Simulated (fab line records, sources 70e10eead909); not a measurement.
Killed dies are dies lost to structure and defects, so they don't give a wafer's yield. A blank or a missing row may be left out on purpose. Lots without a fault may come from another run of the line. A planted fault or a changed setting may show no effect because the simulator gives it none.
fab line records | flow nand_harc | part 2 of 2: steps 5 to 6 of 6
record lots=24 wafers=72 last_day=33
route steps=1302 shown P_GATE@144 P_CONTACT@232
lots that met no fault: from a run of the same line without faults
start_h: hours from the record's first day to the start of the lot's first wafer shown | wait_h: hours since the lot's step before | " the same as in the row above | L1.1+2: a row that stands for several wafers | - no value, or no start given | * or withheld: withheld | < > ~ a bound
route shown NAME@n: a module of which the file shows steps, and the number in the route of the first | usual: mean/standard deviation of fault-free wafers | same: alike in all rows | chamber/n: place in a boat | sites: the reading at each site | _std_site: their standard deviation | _edge_site: outer sites' mean less inner sites' | radius_mm: how far each site lies from the wafer's centre | mask NAME#n: copy n | behind: the tool/chamber that last shaped the wafer | hold: why the lot was held/for how many hours/how that ended | device: the transistor (n, p or np) that didn't switch | end of line: the same wafers' tests at the end of the route | a step without rows: its recipe alone | killed: dies lost to structure and defects at the first sort, not the wafer's yield | map: a wafer's dies, x killed, . not, _ none there
set.NAME: the setting as run; set.NAME@STEP: as run at that earlier step | model.NAME: the simulator's own value behind a step, which no gauge read
steps of the route over a sample of lots; a table a step, a row a wafer
services: from which hour (start_h, from the record's first day; less than 0 if before it) a tool's chamber was out of use, for how many hours, and why
## steps
# step NHARC_P_CONTACT_CD_MEAS_12
# recipe target_cd_nm=90 landing_energy_ev=500
# usual cd_nm=90.1/0.61
# columns lot.wafer tool chamber start_h wait_h cd_nm
L074.1 cd_sem-02 0 122.89 - 90.0
L074.3 " 0 " " 91.2
L074.6 " 0 " " 91.0
L075.2 cd_sem-01 0 123.22 - 89.6
L075.4 " 0 " " 89.5
L075.6 " 0 " " 91.1
L076.4 cd_sem-01 0 136.03 - 89.7
L076.5 " 0 " " 89.5
L076.6 " 0 " " 90.5
L077.1 cd_sem-03 0 150.86 - 89.0
L077.5 " 0 " " 89.7
L077.6 " 0 " " 90.0
L078.1 cd_sem-01 0 157.63 - 90.9
L078.3 " 0 " " 90.6
L078.5 " 0 " " 90.8
L079.1 cd_sem-02 0 164.49 - 89.6
L079.3 " 0 " " 89.1
L079.5 " 0 " " 88.7
L080.4 cd_sem-01 0 181.37 - 91.0
L080.5 " 0 " " 90.5
L080.6 " 0 " " 89.8
L081.1 cd_sem-02 0 197.29 - 91.3
L081.4 " 0 " " 91.2
L081.5 " 0 " " 90.7
L082.1 cd_sem-02 0 201.86 - 90.9
L082.4 " 0 " " 90.2
L082.5 " 0 " " 91.1
L083.2 cd_sem-01 0 211.31 - 90.0
L083.3 " 0 " " 90.0
L083.6 " 0 " " 89.4
L084.1 cd_sem-01 0 229.19 - 90.0
L084.5 " 0 " " 90.3
L084.6 " 0 " " 90.3
L085.2 cd_sem-01 0 231.27 - 89.8
L085.3 " 0 " " 89.5
L085.6 " 0 " " 90.5
L087.1 cd_sem-03 0 242.81 - 90.4
L087.5 " 0 " " 91.1
L087.6 " 0 " " 89.7
L086.1 cd_sem-03 0 243.13 - 89.9
L086.3 " 0 " " 89.7
L086.5 " 0 " " 90.2
L089.2 cd_sem-02 0 259.50 - 90.6
L089.4 " 0 " " 90.7
L089.5 " 0 " " 90.4
L088.1 cd_sem-03 0 260.50 - 90.2
L088.3 " 0 " " 90.0
L088.4 " 0 " " 90.2
L090.2 cd_sem-02 0 281.49 - 90.4
L090.3 " 0 " " 89.8
L090.6 " 0 " " 90.1
L091.1 cd_sem-01 0 282.85 - 89.7
L091.4 " 0 " " 90.2
L091.5 " 0 " " 88.9
L092.1 cd_sem-03 0 299.20 - 90.8
L092.2 " 0 " " 89.7
L092.4 " 0 " " 89.3
L093.2 cd_sem-03 0 303.95 - 90.0
L093.4 " 0 " " 90.6
L093.6 " 0 " " 89.8
L094.2 cd_sem-01 0 316.07 - 89.5
L094.3 " 0 " " 90.0
L094.5 " 0 " " 89.9
L095.3 cd_sem-03 0 332.91 - 89.8
L095.4 " 0 " " 90.5
L095.5 " 0 " " 90.0
L096.2 cd_sem-02 0 342.78 - 90.0
L096.3 " 0 " " 89.3
L096.5 " 0 " " 89.0
L097.2 cd_sem-02 0 343.75 - 90.4
L097.3 " 0 " " 90.0
L097.5 " 0 " " 89.6
# step NHARC_P_CONTACT_ETCH_31
# recipe target_depth_a=300 time_s=85.7 ion_energy_ev=120 over_etch_frac=1 ch3f_flow_sccm=50 o2_flow_sccm=30 ar_flow_sccm=200 rf_w=500 bias_w=100 chemistry=CH3F/O2
# usual bias_w=100.00/0.3 ch3f_flow_sccm=49.98/0.15 drypump_motor_current_A=5.6/0.33 oes_product_au=0.973/0.015 rf_vpp_V=244.5/1.6 showerhead_plenum_p_Torr=2.47/0.094 throttle_valve_pct=20.663/0.0089
# columns lot.wafer tool chamber start_h wait_h bias_w ch3f_flow_sccm drypump_motor_current_A oes_product_au rf_hours_counter_h rf_vpp_V showerhead_plenum_p_Torr throttle_valve_pct
L074.1 rie_diel-03 0 - - 99.94 49.87 5.7 0.967 0.4 246.8 2.58 20.676
L074.3 " 1 " " 99.85 49.61 5.5 0.970 0.4 243.2 2.39 20.660
L074.6 " 1 " " 99.83 50.08 5.5 0.974 - 244.7 2.39 20.667
L075.4 rie_diel-12 2 - - 99.96 49.98 5.8 0.989 1.7 245.4 2.53 20.673
L075.2 " 3 " " 99.60 49.76 5.3 1.020 1.4 247.5 2.59 20.652
L075.6 " 1 " " 100.08 49.85 5.1 0.970 - 243.3 2.34 20.669
L076.4 rie_diel-05 0 - - 99.80 50.13 5.6 0.966 3.2 241.3 2.31 20.667
L076.6 " 2 " " 100.25 49.83 5.6 0.930 - 244.7 2.63 20.673
L076.5 " 3 " " 99.79 49.87 5.8 0.966 - 245.9 2.52 20.653
L077.1 rie_diel-12 3 - - 100.16 49.82 5.3 0.966 3.5 245.5 2.59 20.653
L077.5 " 2 " " 99.85 50.24 5.9 0.957 - 245.3 2.53 20.646
L077.6 " 3 " " 100.18 49.94 5.3 0.962 - 246.6 2.59 20.649
L078.1 rie_diel-03 1 - - 99.87 50.10 5.5 0.960 1.2 244.3 2.39 20.684
L078.3 " 0 " " 100.08 50.42 5.7 0.960 1.4 246.3 2.58 20.658
L078.5 " 1 " " 99.60 50.16 5.5 0.962 - 243.9 2.39 20.651
L079.3 rie_diel-12 2 - - 100.04 50.07 5.8 0.993 4.6 244.7 2.53 20.644
L079.1 " 3 " " 99.78 50.09 5.3 0.998 4.2 247.1 2.59 20.658
L079.5 " 1 " " 99.54 49.98 5.1 0.967 - 242.8 2.34 20.660
L080.4 rie_diel-05 3 - - 100.47 49.95 5.8 1.016 4.0 246.3 2.52 20.670
L080.6 " 2 " " 99.89 50.32 5.6 0.996 - 248.2 2.62 20.658
L080.5 " 3 " " 100.47 50.02 5.8 1.010 - 245.3 2.52 20.664
L081.4 rie_diel-12 0 - - 99.61 50.12 6.7 0.960 5.9 243.8 2.38 20.674
L081.1 " 2 " " 100.67 49.93 5.8 0.967 7.0 246.1 2.52 20.658
L081.5 " 0 " " 100.36 50.19 6.7 0.950 - 241.8 2.38 20.661
L082.4 rie_diel-03 0 - - 100.07 49.89 5.8 0.973 2.4 245.0 2.58 20.659
L082.1 " 1 " " 99.62 50.05 5.5 0.950 2.2 243.4 2.39 20.643
L082.5 " 1 " " 99.80 49.90 5.5 0.958 - 242.0 2.38 20.656
L083.3 rie_diel-03 1 - - 100.11 50.02 5.5 0.963 2.6 242.4 2.38 20.660
L083.2 " 3 " " 99.86 50.14 5.6 0.983 2.5 245.8 2.49 20.663
L083.6 " 1 " " 100.33 50.17 5.5 0.970 - 242.3 2.38 20.667
L084.1 rie_diel-03 2 230.19 0.1 98.91 49.83 5.5 0.994 2.9 243.2 2.39 20.666
L084.5 " 2 " " 100.11 50.02 5.5 0.994 - 244.0 2.39 20.656
L084.6 " 3 " " 100.05 49.61 5.6 1.006 - 244.2 2.49 20.660
L085.3 rie_diel-12 1 - - 100.30 49.99 5.1 0.960 7.6 242.3 2.34 20.679
L085.2 " 2 " " 99.62 49.91 5.8 0.984 8.5 244.6 2.52 20.662
L085.6 " 3 " " 100.71 49.89 5.3 0.991 - 244.9 2.58 20.645
L087.1 rie_diel-05 1 - - 99.70 49.72 5.8 0.992 0.3 242.8 2.42 20.656
L087.6 " 1 " " 100.12 49.86 5.7 0.994 - 243.8 2.42 20.649
L087.5 " 2 " " 99.92 49.94 5.6 0.977 - 248.0 2.62 20.658
L086.3 rie_diel-03 3 - - 100.37 49.86 5.6 0.994 3.5 243.5 2.49 20.667
L086.1 " 0 " " 100.09 50.05 5.7 0.973 3.8 246.2 2.58 20.671
L086.5 " 3 " " 100.59 50.00 5.6 0.993 - 245.7 2.49 20.661
L089.4 rie_diel-03 1 - - 99.70 50.02 5.5 0.960 4.2 244.6 2.38 20.660
L089.2 " 2 " " 100.05 50.04 5.5 0.970 4.0 243.5 2.39 20.658
L089.5 " 1 " " 99.83 49.87 5.5 0.965 - 243.6 2.38 20.651
L088.3 rie_diel-03 3 - - 100.33 49.95 5.7 0.987 4.3 244.2 2.49 20.670
L088.1 " 0 " " 99.70 50.10 5.7 0.965 4.5 247.1 2.58 20.662
L088.4 " 1 " " 100.19 49.96 5.5 0.971 4.7 242.8 2.38 20.652
L090.2 rie_diel-03 1 - - 99.95 50.00 5.5 0.965 5.4 243.2 2.38 20.663
L090.3 " 2 " " 99.81 49.96 5.5 0.976 5.3 244.1 2.39 20.662
L090.6 " 0 " " 100.32 49.75 5.7 0.961 - 246.0 2.58 20.686
L091.4 rie_diel-03 3 - - 99.66 50.29 5.7 0.991 5.7 244.6 2.49 20.657
L091.1 " 0 " " 99.97 50.34 5.7 0.975 5.8 246.3 2.58 20.670
L091.5 " 2 " " 99.88 49.92 5.5 0.967 - 243.0 2.39 20.658
L092.2 rie_diel-03 0 - - 100.17 49.99 5.7 0.970 0.3 245.8 2.58 20.663
L092.4 " 1 " " 100.07 50.25 5.5 0.983 0.5 243.6 2.38 20.665
L092.1 " 2 " " 99.94 49.98 5.5 0.983 0.4 243.0 2.39 20.672
L093.2 rie_diel-03 1 - - 100.33 50.02 5.5 0.971 0.9 243.8 2.38 20.656
L093.4 " 2 " " 100.10 49.91 5.5 0.988 0.7 243.6 2.39 20.666
L093.6 " 1 " " 99.63 50.09 5.5 0.980 - 242.3 2.38 20.658
L094.3 rie_diel-03 2 - - 99.62 49.98 5.5 0.984 1.0 243.3 2.39 20.668
L094.2 " 3 " " 100.05 49.68 5.6 0.979 1.1 244.6 2.49 20.668
L094.5 " 1 " " 99.49 50.20 5.5 0.973 - 244.1 2.38 20.669
L095.3 rie_diel-05 1 - - 99.80 49.95 5.8 0.976 2.4 244.5 2.41 20.663
L095.4 " 0 " " 100.17 50.12 5.5 0.964 2.2 243.0 2.31 20.678
L095.5 " 1 " " 99.88 50.06 5.8 0.979 - 243.9 2.41 20.661
L096.3 rie_diel-03 2 - - 99.93 50.13 5.5 0.949 1.7 242.1 2.39 20.670
L096.2 " 0 " " 100.48 50.09 5.7 0.950 2.0 246.6 2.58 20.654
L096.5 " 3 " " 99.82 50.05 5.6 0.952 - 243.9 2.49 20.658
L097.2 rie_diel-12 3 - - 100.20 49.74 5.3 0.986 2.0 245.7 2.58 20.653
L097.3 " 0 " " 99.75 49.88 6.7 0.977 3.5 243.0 2.38 20.664
L097.5 " 1 " " 99.94 49.99 5.1 0.980 - 244.0 2.34 20.669
## services
# columns tool chamber start_h hours kind
plasma_asher-02 - 87.85 1.7 repair
rie_diel-03 - 88.04 20.5 repair
rie_diel-06 - 130.20 9.0 pm
rie_diel-10 1 138.61 15.9 repair
rie_diel-09 - 143.36 9.0 pm
rie_diel-10 2 159.70 4.9 repair
rie_diel-10 3 160.82 4.3 repair
rie_diel-06 1 163.69 5.4 repair
plasma_asher-01 - 165.11 9.0 pm
plasma_asher-02 - 172.16 0.8 repair
rie_diel-10 1 186.48 4.1 repair
rie_diel-10 2 206.09 1.2 repair
rie_diel-10 - 242.50 9.0 pm
rie_diel-09 1 243.29 7.4 repair
rie_diel-06 1 245.61 4.2 repair
rie_diel-09 1 284.03 110.2 repair
rie_diel-03 - 285.54 9.0 pm
rie_diel-10 3 298.93 6.9 repair
rie_diel-09 2 305.36 10.9 repair
rie_diel-10 0 305.69 9.4 repair
rie_diel-06 - 307.20 9.0 pm
rie_diel-09 - 320.36 9.0 pm
rie_diel-09 2 334.73 1.9 repair
plasma_asher-01 - 342.11 9.0 pm
